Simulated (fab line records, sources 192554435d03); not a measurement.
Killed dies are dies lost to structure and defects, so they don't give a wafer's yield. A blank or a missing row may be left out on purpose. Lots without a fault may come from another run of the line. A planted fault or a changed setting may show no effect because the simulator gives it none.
fab line records | flow n5_finfet
record lots=8 wafers=22 last_day=18
route steps=1938 shown BEOL_M4@1111 BEOL_M9@1422 PASSIVATION@1936
lots that met no fault: from a run of the same line without faults
start_h: hours from the record's first day to the start of the lot's first wafer shown | wait_h: hours since the lot's step before | " the same as in the row above | L1.1+2: a row that stands for several wafers | - no value, or no start given | * or withheld: withheld | < > ~ a bound
route shown NAME@n: a module of which the file shows steps, and the number in the route of the first | usual: mean/standard deviation of fault-free wafers | same: alike in all rows | chamber/n: place in a boat | sites: the reading at each site | _std_site: their standard deviation | _edge_site: outer sites' mean less inner sites' | radius_mm: how far each site lies from the wafer's centre | mask NAME#n: copy n | behind: the tool/chamber that last shaped the wafer | hold: why the lot was held/for how many hours/how that ended | device: the transistor (n, p or np) that didn't switch | end of line: the same wafers' tests at the end of the route | a step without rows: its recipe alone | killed: dies lost to structure and defects at the first sort, not the wafer's yield | map: a wafer's dies, x killed, . not, _ none there
set.NAME: the setting as run; set.NAME@STEP: as run at that earlier step | model.NAME: the simulator's own value behind a step, which no gauge read
steps of the route over a sample of lots; a table a step, a row a wafer
services: from which hour (start_h, from the record's first day; less than 0 if before it) a tool's chamber was out of use, for how many hours, and why
## steps
# step N5_BEOL_M4_RC_MEAS_101
# usual DIBL_N=37.5/2.5 DIBL_P=38/3.1 IOFF_N=0.19/0.059 IOFF_P=0.24/0.061 ION_N=679/16 ION_P=465/9.8 SS_N=72.0/0.8 SS_P=73.7/0.86 VT_N=248/4.5 VT_P=-249/3.5
# columns lot.wafer tool chamber start_h wait_h DIBL_N[mV/V] DIBL_P[mV/V] IOFF_N[nA/um] IOFF_P[nA/um] ION_N[uA/um] ION_P[uA/um] SS_N[mV/dec] SS_P[mV/dec] VT_N[mV] VT_P[mV]
L520.1 prober-02 0 221.67 0.0 35.9 37 0.16 0.20 667 459 72.3 73.8 251 -252
L520.3 " 0 " " 37.2 37 0.19 0.20 680 461 72.0 73.0 249 -251
L520.6 " 0 " " 33.6 34 0.11 0.17 659 451 70.9 73.0 255 -254
L523.2 prober-01 0 251.57 0.2 39.7 42 0.30 0.37 716 484 72.8 74.3 239 -239
L523.4 " 0 " " 33.7 34 0.13 0.19 670 461 72.0 72.9 252 -251
L523.5 " 0 " " 36.6 38 0.21 0.29 701 486 71.9 74.4 241 -244
L524.1 prober-02 0 252.06 0.0 39.0 40 0.23 0.28 694 469 71.8 73.5 244 -247
L524.3 " 0 " " 36.6 38 0.17 0.24 672 463 71.9 73.4 249 -248
L524.6 " 0 " " 42.2 45 0.37 0.43 714 484 72.8 74.8 238 -242
L525.1 prober-02 0 253.23 0.0 35.6 35 0.15 0.17 660 448 71.4 73.2 250 -255
L525.3 " 0 " " 34.5 34 0.14 0.17 672 453 71.0 72.5 248 -255
L525.4 " 0 " " 37.2 38 0.18 0.22 678 450 71.9 73.9 246 -250
L528.2 prober-01 0 258.22 0.2 39.9 42 0.28 0.31 702 470 72.3 74.8 242 -245
L528.3 " 0 " " 39.4 43 0.25 0.32 690 468 71.7 75.0 246 -244
L529.2 prober-02 0 262.83 0.2 36.4 37 0.15 0.19 668 458 71.9 73.5 253 -251
L529.6 " 0 " " 37.9 40 0.19 0.24 689 471 72.1 74.0 248 -248
L530.2 prober-01 0 283.52 0.2 40.7 41 0.24 0.26 697 471 72.1 74.2 243 -248
L530.5 " 0 " " 38.4 37 0.19 0.20 664 453 72.4 73.8 251 -255
L530.6 " 0 " " 34.4 34 0.12 0.16 658 449 71.9 72.4 255 -254
L535.2 prober-02 0 312.12 0.2 37.5 39 0.18 0.22 679 466 72.5 73.7 251 -252
L535.3 " 0 " " 34.7 35 0.13 0.17 673 459 71.5 73.4 254 -252
L535.4 " 0 " " 37.5 40 0.19 0.26 677 463 72.1 74.5 248 -249
# step N5_BEOL_M9_HM_OPEN_17
# recipe chemistry=Cl2/BCl3 target_depth_a=200 overetch_a=60 target=TiN mask_material=SOC ion_energy_ev=150 pressure_mtorr=10 icp_w=1000 bias_w=126 Cl2_flow_sccm=53.25 bcl3_flow_sccm=21.75 Ar_flow_sccm=25
# usual drypump_motor_current_A=5.7/0.54 he_backside_leak_sccm=3.4/0.38 oes_product_au=0.68/0.093 rf_fwd_power_W=991/4.3 throttle_valve_pct=22.09/0.27
# columns lot.wafer tool chamber start_h wait_h drypump_motor_current_A he_backside_leak_sccm oes_product_au rf_fwd_power_W rf_hours_counter_h throttle_valve_pct
L520.1 rie_metal-01 0 258.83 0.0 4.8 3.3 0.55 983 114 21.99
L520.3 " 0 " " 4.8 3.4 0.56 984 - 22.00
L520.6 " 1 " " 5.8 3.5 0.67 988 - 21.82
L524.1 rie_metal-01 1 291.83 0.0 5.8 3.5 0.68 989 47 21.83
L524.3 " 1 " " 5.8 3.5 0.67 991 - 21.84
L524.6 " 1 " " 5.8 3.6 0.67 987 - 21.83
L525.1 rie_metal-01 0 299.14 0.0 4.8 3.5 0.54 993 118 22.00
L525.3 " 0 " " 4.8 3.2 0.55 991 - 21.99
L525.4 " 1 " " 5.8 3.5 0.66 987 - 21.83
L528.2 rie_metal-01 0 301.10 0.0 4.8 3.4 0.50 985 118 22.11
L528.3 " 0 " " 4.9 3.2 0.54 991 - 22.02
L523.2 rie_metal-02 1 301.29 0.0 6.2 3.7 0.77 988 4 22.02
L523.4 " 1 " " 6.2 3.6 0.77 991 - 22.02
L523.5 " 0 " " 6.5 3.2 0.75 995 - 22.11
L529.2 rie_metal-01 0 301.77 0.0 4.8 3.3 0.50 991 118 22.11
L529.6 " 0 " " 4.8 3.3 0.54 992 - 22.02
L530.2 rie_metal-01 1 331.26 0.1 5.8 3.6 0.59 985 - 21.96
L530.5 " 1 " " 5.8 3.4 0.65 986 - 21.85
L530.6 " 1 " " 5.8 3.5 0.66 983 - 21.84
L535.2 rie_metal-03 1 357.90 0.1 5.4 3.7 0.70 988 - 22.24
L535.3 " 1 " " 5.4 3.6 0.71 990 - 22.19
L535.4 " 1 " " 5.4 3.6 0.69 986 - 22.23
# step N5_BEOL_M9_OVL_MEAS_29
# recipe points_per_wafer=522
# usual V8_OVL=0.0/0.77
# columns lot.wafer tool chamber start_h wait_h V8_OVL[nm]
L520.1 overlay-01 0 262.99 0.0 -1.2
L520.3 " 0 " " -1.3
L520.6 " 0 " " -1.2
L524.1 overlay-01 0 293.58 0.0 -0.6
L524.3 " 0 " " -0.4
L524.6 " 0 " " -0.3
L525.1 overlay-02 0 299.98 0.0 -1.9
L525.3 " 0 " " -0.7
L525.4 " 0 " " -1.5
L528.2 overlay-02 0 302.13 0.0 -0.3
L528.3 " 0 " " 0.4
L523.2 overlay-01 0 302.30 0.0 -0.2
L523.4 " 0 " " -1.1
L523.5 " 0 " " -1.3
L529.2 overlay-01 0 302.47 0.0 -0.9
L529.6 " 0 " " -0.8
L530.2 overlay-02 0 333.86 0.0 -0.6
L530.5 " 0 " " -0.9
L530.6 " 0 " " 0.3
L535.2 overlay-01 0 362.59 0.0 -0.2
L535.3 " 0 " " -1.6
L535.4 " 0 " " -0.1
# step N5_BEOL_M9_VIA_ETCH_34
# recipe chemistry=C4F6/O2 target=SiCOH_lowk target_depth_a=1824 mask_material=SOC taper_deg=4 time_s=68.4 ion_energy_ev=250 pressure_mtorr=30 source_w=345 bias_w=185 Ar_flow_sccm=300 C4F6_flow_sccm=10 O2_flow_sccm=10
# usual O2_flow_sccm=10.002/0.026 drypump_motor_current_A=5.5/0.37 oes_o_777_au=0.82/0.083 oes_product_au=0.81/0.083 rf_fwd_power_W=342.3/1.3 rf_vpp_V=675/18 showerhead_plenum_p_Torr=2.85/0.087 throttle_valve_pct=20.94/0.19
# same time_s=68.4
# columns lot.wafer tool chamber start_h wait_h O2_flow_sccm drypump_motor_current_A oes_o_777_au oes_product_au rf_fwd_power_W rf_hours_counter_h rf_vpp_V showerhead_plenum_p_Torr throttle_valve_pct
L520.1 rie_diel-04 3 263.27 0.0 10.020 5.4 0.76 0.69 342.1 223 656 2.93 21.02
L520.3 " 0 " " 9.999 5.6 0.81 0.82 342.6 75 687 2.79 20.94
L520.6 " 0 " " 9.982 5.6 0.81 0.81 343.0 - 688 2.79 20.93
L524.1 rie_diel-06 2 293.91 0.0 10.002 6.1 0.73 0.75 343.7 163 674 2.80 20.74
L524.3 " 1 " " 10.002 5.4 0.82 0.81 344.6 95 671 2.77 21.24
L524.6 " 3 " " 9.994 5.2 0.78 0.83 339.9 - 704 3.00 20.69
L525.1 rie_diel-02 0 300.25 0.0 10.031 4.8 0.91 0.94 342.9 14 680 2.84 21.09
L525.3 " 2 " " 10.038 5.8 0.94 0.87 340.8 49 656 2.80 20.69
L525.4 " 3 " " 10.036 5.7 0.88 0.83 341.2 78 667 2.96 20.99
L528.2 rie_diel-02 3 302.43 0.0 10.043 5.7 0.88 0.51 342.6 79 666 2.96 20.91
L528.3 " 0 " " 9.976 4.8 0.91 0.95 342.6 15 679 2.84 21.09
L523.2 rie_diel-06 3 302.96 0.0 10.079 5.2 0.78 0.83 340.7 71 703 3.00 20.72
L523.4 " 3 " " 10.020 5.2 0.78 0.83 340.1 - 703 3.00 20.70
L523.5 " 0 " " 10.056 5.6 0.71 0.73 342.7 - 655 2.96 21.08
L529.2 rie_diel-04 0 303.02 0.0 9.999 5.6 0.81 0.53 342.3 87 687 2.79 20.87
L529.6 " 1 " " 10.003 5.0 0.88 0.92 340.9 - 700 2.78 20.71
L530.2 rie_diel-04 0 334.12 0.0 9.990 5.6 0.79 0.39 344.7 95 687 2.78 20.84
L530.5 " 0 " " 9.977 5.7 0.79 0.80 342.9 - 687 2.78 20.96
L530.6 " 3 " " 9.987 5.4 0.75 0.68 343.8 - 655 2.93 21.06
L535.2 rie_diel-02 1 362.86 0.0 10.002 6.0 0.94 0.99 345.2 1 712 2.79 20.73
L535.3 " 0 " " 9.985 4.7 0.88 0.90 342.9 34 680 2.83 21.12
L535.4 " 2 " " 9.991 5.8 0.91 0.85 342.0 69 656 2.79 20.72
# step N5_BEOL_M9_TRENCH_ETCH_37
# recipe chemistry=C4F6/O2 target_depth_a=1514.3 target=SiCOH_lowk time_s=49 ion_energy_ev=250 pressure_mtorr=30 source_w=345 bias_w=185 Ar_flow_sccm=300 C4F6_flow_sccm=10 O2_flow_sccm=10
# usual O2_flow_sccm=9.998/0.028 drypump_motor_current_A=5.5/0.37 oes_o_777_au=0.82/0.083 oes_product_au=0.81/0.084 rf_fwd_power_W=341.6/1.5 rf_vpp_V=675/18 showerhead_plenum_p_Torr=2.85/0.088 throttle_valve_pct=20.96/0.19
# same time_s=49
# columns lot.wafer tool chamber start_h wait_h O2_flow_sccm drypump_motor_current_A oes_o_777_au oes_product_au rf_fwd_power_W rf_hours_counter_h rf_vpp_V showerhead_plenum_p_Torr throttle_valve_pct
L520.1 rie_diel-04 3 - - 10.029 5.4 0.76 0.70 342.6 223 655 2.93 21.06
L520.3 " 0 " " 9.997 5.6 0.81 0.83 340.4 75 688 2.79 20.96
L520.6 " 0 " " 9.987 5.6 0.81 0.82 340.5 - 688 2.79 20.95
L524.1 rie_diel-06 2 - - 10.045 6.1 0.74 0.75 343.1 164 675 2.80 20.77
L524.3 " 1 " " 10.000 5.4 0.82 0.82 342.8 95 673 2.77 21.27
L524.6 " 3 " " 10.007 5.2 0.79 0.83 339.6 - 704 3.00 20.72
L525.1 rie_diel-02 0 - - 10.054 4.8 0.91 0.95 341.7 14 681 2.84 21.12
L525.3 " 2 " " 10.012 5.8 0.94 0.89 340.3 49 656 2.80 20.71
L525.4 " 3 " " 9.960 5.7 0.89 0.84 342.0 78 665 2.96 21.03
L528.2 rie_diel-02 3 - - 10.025 5.7 0.88 0.84 341.0 79 665 2.96 21.03
L528.3 " 0 " " 9.963 4.8 0.92 0.96 343.8 15 680 2.84 21.10
L523.2 rie_diel-06 3 - - 10.007 5.2 0.78 0.83 340.9 71 703 3.00 20.72
L523.4 " 3 " " 9.928 5.2 0.78 0.83 339.0 - 704 3.00 20.72
L523.5 " 0 " " 9.983 5.6 0.71 0.73 342.5 - 656 2.96 21.13
L529.2 rie_diel-04 0 - - 9.946 5.7 0.80 0.82 341.9 87 689 2.79 20.98
L529.6 " 1 " " 9.982 5.0 0.89 0.92 342.1 - 700 2.78 20.74
L530.2 rie_diel-04 0 - - 10.020 5.7 0.80 0.81 342.5 95 688 2.78 20.99
L530.5 " 0 " " 10.013 5.6 0.79 0.80 341.7 - 688 2.78 20.99
L530.6 " 3 " " 9.992 5.4 0.75 0.70 342.0 - 655 2.93 21.07
L535.2 rie_diel-02 1 - - 9.992 6.0 0.96 1.00 342.7 1 711 2.79 20.75
L535.3 " 0 " " 9.993 4.7 0.88 0.91 342.7 34 678 2.83 21.14
L535.4 " 2 " " 10.013 5.8 0.91 0.84 338.0 69 656 2.79 20.75
# step N5_BEOL_M9_STRIP_80
# recipe chemistry=N2/H2 time_s=10 power_w=450 temp_c=40 pressure_mtorr=20 rf_frequency_hz=6e+07 bias_power_w=7 n2_flow_sccm=200 h2_flow_sccm=200
# usual drypump_motor_current_A=5.5/0.37 oes_product_au=0.81/0.083 rf_vpp_V=59.2/0.79 showerhead_plenum_p_Torr=2.54/0.099 throttle_valve_pct=23.8/0.34
# same time_s=10
# columns lot.wafer tool chamber start_h wait_h drypump_motor_current_A oes_product_au rf_hours_counter_h rf_vpp_V showerhead_plenum_p_Torr throttle_valve_pct
L520.1 rie_diel-04 3 - - 5.4 0.70 223 60.2 2.62 23.6
L520.3 " 0 " " 5.7 0.81 75 58.2 2.47 23.8
L520.6 " 0 " " 5.6 0.81 - 58.6 2.47 23.8
L524.1 rie_diel-06 2 - - 6.1 0.75 164 58.5 2.54 23.8
L524.3 " 1 " " 5.4 0.81 95 59.8 2.45 23.9
L524.6 " 3 " " 5.2 0.85 - 59.0 2.70 23.5
L525.1 rie_diel-02 0 - - 4.7 0.96 14 60.9 2.51 23.9
L525.3 " 2 " " 5.8 0.87 49 59.0 2.46 23.3
L525.4 " 3 " " 5.7 0.83 78 58.3 2.69 24.3
L528.2 rie_diel-02 3 - - 5.7 0.82 79 60.2 2.69 24.3
L528.3 " 0 " " 4.7 0.94 15 58.9 2.51 23.9
L523.2 rie_diel-06 3 - - 5.2 0.84 71 60.9 2.70 23.6
L523.4 " 3 " " 5.2 0.83 - 60.1 2.70 23.5
L523.5 " 0 " " 5.6 0.72 - 59.2 2.65 24.1
L529.2 rie_diel-04 0 - - 5.6 0.81 87 58.5 2.46 23.8
L529.6 " 1 " " 5.0 0.92 - 58.7 2.49 23.4
L530.2 rie_diel-04 0 - - 5.6 0.80 95 58.5 2.46 23.8
L530.5 " 0 " " 5.6 0.79 - 60.1 2.46 23.8
L530.6 " 3 " " 5.4 0.69 - 59.4 2.62 23.6
L535.2 rie_diel-02 1 - - 6.0 1.00 1 59.3 2.47 23.5
L535.3 " 0 " " 4.8 0.90 34 59.7 2.50 24.0
L535.4 " 2 " " 5.8 0.84 69 58.3 2.45 23.3
# step N5_BEOL_M9_OCD_MEAS_38
# usual trench_depth_nm=152/3.2
# columns lot.wafer tool chamber start_h wait_h trench_depth_nm
L520.1 ocd-01 - 263.54 - 150
L520.3 " - " " 148
L520.6 " - " " 147
L524.1 ocd-02 - 294.19 - 154
L524.3 " - " " 155
L524.6 " - " " 153
L525.1 ocd-02 - 300.53 - 159
L525.3 " - " " 155
L525.4 " - " " 154
L528.2 ocd-02 - 302.70 - 58
L528.3 " - " " 159
L523.2 ocd-01 - 303.24 - 152
L523.4 " - " " 151
L523.5 " - " " 154
L529.2 ocd-02 - 303.30 - 65
L529.6 " - " " 150
L530.2 ocd-01 - 334.40 - 27
L530.5 " - " " 147
L530.6 " - " " 153
L535.2 ocd-02 - 363.14 - 157
L535.3 " - " " 157
L535.4 " - " " 152
# step N5_BEOL_M9_THK_MEAS_53
# recipe thk_meas_gauge=xrf reads=Cu_of_BEOL_M9_ECD_50
# usual M9_THK=139/3.2
# columns lot.wafer tool chamber start_h wait_h M9_THK[nm]
L520.1 film_metro-02 - 265.71 - 140
L520.3 " - " " 135
L520.6 " - " " 137
L524.1 film_metro-01 - 297.04 - 140
L524.3 " - " " 144
L524.6 " - " " 142
L525.1 film_metro-01 - 303.88 - 144
L525.3 " - " " 142
L525.4 " - " " 141
L528.2 film_metro-02 - 304.65 - -
L528.3 " - " " 146
L523.2 film_metro-02 - 305.29 - 135
L523.4 " - " " 138
L523.5 " - " " 140
L529.2 film_metro-01 - 306.70 - -
L529.6 " - " " 136
L530.2 film_metro-01 - 336.90 - -
L530.5 " - " " 136
L530.6 " - " " 140
L535.2 film_metro-02 - 366.70 - 145
L535.3 " - " " 147
L535.4 " - " " 141
# step N5_PASSIVATION_PROBE_49
# usual defect_limited_yield=91.0/1.4 killed_at_M0_to_M3=35/10 killed_at_M4_up=14/5.5 killed_at_contacts=13/5.6 killed_at_front_end=41/11 killed_at_other=4/3.4 killed_dies=106/16 killed_on_rim=13/4 killed_open=68/12 killed_short=35/7.3 sort_bin_4_leakage=0.3/2.1 sort_bin_5_function=5.3/0.89 sort_bin_6_memory=3.4/0.67 sort_n_pass=1070/28 sort_yield_pct=90.7/2.4
# same gross_dies=1180 killed_at_back_side=0 sort_bin_8_speed[%]=0
# columns lot.wafer tool chamber start_h wait_h defect_limited_yield[%] killed_at_M0_to_M3 killed_at_M4_up killed_at_contacts killed_at_front_end killed_at_other killed_dies killed_on_rim killed_open killed_short sort_bin_4_leakage[%] sort_bin_5_function[%] sort_bin_6_memory[%] sort_n_pass sort_yield_pct[%]
L528.2 prober-01 - 374.55 0.1 41.7 44 592 17 32 3 688 36 74 34 0 55.1 3.0 492 41.7
L528.3 prober-01 - 374.60 0.1 92.4 27 11 16 36 0 90 17 60 29 0 4.4 2.9 1090 92.4
L529.2 prober-02 - 380.61 0.1 48.6 54 473 24 50 6 607 87 93 52 0 46.1 4.6 573 48.6
L529.6 prober-02 - 380.81 0.3 90.3 37 22 17 36 3 115 14 72 37 0 5.6 4.0 1065 90.3
L530.2 prober-02 - 397.65 0.1 15.1 37 921 7 30 7 1002 145 68 25 0 81.7 3.2 178 15.1
L530.5 prober-02 - 397.80 0.2 91.4 36 10 11 37 8 102 7 63 36 0 4.9 3.6 1078 91.4
L530.6 prober-02 - 397.85 0.3 92.5 38 9 10 28 4 89 9 53 35 0 3.5 3.9 1091 92.5
# killed by level:class
L528.2 BEOL_M9:area_open=575 BEOL_M0_SAQP:geometric_particle:open=14 MOL_CONTACT_COAG:geometric_particle:open=13 BEOL_M0_SAQP:geometric_particle:short=11 STI_FIN_REVEAL:geometric_particle:open=10 BEOL_M2:geometric_particle:open=6 BEOL_M3:geometric_particle:open=6 BEOL_M4:geometric_particle:open=6
L528.3 MOL_CONTACT_COAG:geometric_particle:open=12 STI_FIN_REVEAL:geometric_particle:open=10 BEOL_M0_SAQP:geometric_particle:open=9 FIN_SAQP:geometric_particle:open=7 BEOL_M4:geometric_particle:open=6 BEOL_M0_SAQP:geometric_particle:short=5 FIN_SAQP:geometric_particle:short=4 MOL_CONTACT_COAG:geometric_particle:short=4
L529.2 BEOL_M9:area_open=458 BEOL_M0_SAQP:geometric_particle:short=19 MOL_CONTACT_COAG:geometric_particle:open=18 BEOL_M0_SAQP:geometric_particle:open=16 FIN_SAQP:geometric_particle:open=14 BEOL_M2:geometric_particle:open=13 FIN_SAQP:geometric_particle:short=9 BEOL_M4:geometric_particle:open=8
L529.6 MOL_CONTACT_COAG:geometric_particle:open=15 BEOL_M0_SAQP:geometric_particle:open=11 BEOL_M2:geometric_particle:open=9 FIN_SAQP:geometric_particle:short=8 BEOL_M0_SAQP:geometric_particle:short=8 BEOL_M4:geometric_particle:open=7 STI_FIN_REVEAL:geometric_particle:open=6 FIN_SAQP:geometric_particle:open=4
L530.2 BEOL_M9:area_open=909 BEOL_M1:geometric_particle:open=11 BEOL_M2:geometric_particle:open=9 BEOL_M0_SAQP:geometric_particle:open=7 STI_FIN_REVEAL:geometric_particle:open=6 MOL_CONTACT_COAG:geometric_particle:open=6 DUMMY_GATE:geometric_particle:open=6 BEOL_M3:geometric_particle:open=4
L530.5 BEOL_M1:geometric_particle:open=10 BEOL_M3:geometric_particle:open=8 MOL_CONTACT_COAG:geometric_particle:open=8 STI_FIN_REVEAL:geometric_particle:open=7 FIN_SAQP:geometric_particle:short=5 STI_FIN_REVEAL:geometric_particle:short=4 SPACER0:geometric_particle:open=4 BEOL_M0_SAQP:geometric_particle:short=4
L530.6 BEOL_M0_SAQP:geometric_particle:short=12 BEOL_M2:geometric_particle:open=8 MOL_CONTACT_COAG:geometric_particle:open=7 BEOL_M1:geometric_particle:open=7 BEOL_M0_SAQP:geometric_particle:open=6 DUMMY_GATE:geometric_particle:open=5 FIN_SAQP:geometric_particle:open=4 GATE_CUT:geometric_particle:short=4
## services
# columns tool chamber start_h hours kind
rie_metal-01 1 235.56 4.2 repair
rie_metal-02 1 246.69 - clean
rie_metal-02 1 246.69 13.6 scheduled_down
rie_metal-02 1 246.69 13.6 vent_cycle
rie_diel-04 1 249.86 - clean
rie_diel-04 1 249.86 - consumable_replace:focus_ring
rie_diel-04 1 249.86 12.2 scheduled_down
rie_diel-04 1 249.86 12.2 vent_cycle
rie_metal-02 - 279.08 0.3 repair
rie_diel-06 2 299.45 8.1 repair
rie_metal-01 0 310.11 4.5 repair
rie_metal-01 0 323.34 - clean
rie_metal-01 0 323.34 18.6 scheduled_down
rie_metal-01 0 323.34 18.6 vent_cycle
rie_metal-03 0 331.76 - clean
rie_metal-03 0 331.76 26.2 scheduled_down
rie_metal-03 0 331.76 26.2 vent_cycle
rie_diel-06 0 337.05 4.8 repair
rie_diel-02 1 338.56 - clean
rie_diel-02 1 338.56 - consumable_replace:focus_ring
rie_diel-02 1 338.56 16.8 scheduled_down
rie_diel-02 1 338.56 16.8 vent_cycle
rie_diel-04 3 361.23 - clean
rie_diel-04 3 361.23 - consumable_replace:focus_ring
## key
first_sign step=N5_BEOL_M9_VIA_ETCH_34 reading=oes_product_au direction=down sigmas=4 usual=0.81 struck=0.48
effect step=N5_BEOL_M9_OCD_MEAS_38 reading=trench_depth_nm direction=down sigmas=32 usual=152 struck=50
effect step=N5_BEOL_M9_THK_MEAS_53 reading=M9_THK direction=missing
effect step=N5_PASSIVATION_PROBE_49 reading=killed_at_M4_up direction=up sigmas=99+ usual=14 struck=662
more_kills_born_at N5_BEOL_M9_HM_OPEN_17@rie_metal-01=1942
met_at N5_BEOL_M9_HM_OPEN_17
struck_lots L528,L529,L530
struck_wafers L528.2,L529.2,L530.2
later_rows_left_out L530.2
not_acting_at N5_BEOL_M9_OVL_MEAS_29,N5_BEOL_M9_TRENCH_ETCH_37,N5_BEOL_M9_STRIP_80
onset_between 299.14 301.10
fault kind=process_parameter_drift tool=rie_metal-01 chamber=- onset_h=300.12 steps=N5_BEOL_M9_HM_OPEN_17 channel=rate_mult offset=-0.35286 shape=step end_h=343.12 scope=struck_wafers_only
# later_rows_left_out: the simulator's readings of these wafers behind a module that went badly wrong aren't trusted and aren't shown, but for the sort
